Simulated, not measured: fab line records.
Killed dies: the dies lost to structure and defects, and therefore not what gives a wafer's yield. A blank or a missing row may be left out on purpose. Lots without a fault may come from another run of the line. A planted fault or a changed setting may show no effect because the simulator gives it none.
Matching of chambers / flow n5-finfet / 4 sister chambers for N5_BEOL_M0_CUTY_ETCH_62 on rie-diel-01
The step etches SiARC in CF4, time 58.5 s. 4 wafers are shown with their chamber, then 7 later ones without.

WAFERS PAIRED WITH THEIR CHAMBERS
wafer=L084.1; chamber=1; drypump-motor-current-A (A)=5.9
wafer=L084.3; chamber=2; drypump-motor-current-A (A)=5.6
wafer=L088.1; chamber=0; drypump-motor-current-A (A)=6.2
wafer=L088.5; chamber=3; drypump-motor-current-A (A)=6.4

WAFERS WITHOUT THEIR CHAMBER
wafer=L088.6; drypump-motor-current-A (A)=5.5
wafer=L089.1; drypump-motor-current-A (A)=5.5
wafer=L089.2; drypump-motor-current-A (A)=6.2
wafer=L089.5; drypump-motor-current-A (A)=6.5
wafer=L091.3; drypump-motor-current-A (A)=6.2
wafer=L091.4; drypump-motor-current-A (A)=6.5
wafer=L091.6; drypump-motor-current-A (A)=6.2

WHICH CHAMBER EACH ONE RAN IN
wafer=L088.6; from the rows above=2; in truth=2
wafer=L089.1; from the rows above=2; in truth=2
wafer=L089.2; from the rows above=0; in truth=0
wafer=L089.5; from the rows above=3; in truth=3
wafer=L091.3; from the rows above=0; in truth=0
wafer=L091.4; from the rows above=3; in truth=3
wafer=L091.6; from the rows above=0; in truth=0
Placed correctly: 7 of 7. Not placeable from these rows: 0. Placed wrongly: 0.
How it was worked out, from the rows above alone: a wafer's distance from a chamber is the root of the sum, over the readings, of the square of ((its reading less the chamber's mean) divided by the reading's scatter). If the next closest chamber is less than 2 further off than the closest, the wafer can't be placed; otherwise it belongs to the closest. Each chamber's mean is taken over the wafers shown for it. The scatter: with one shown wafer a chamber, the root of the mean of the squares of how far each hidden wafer lies from its nearest shown one.
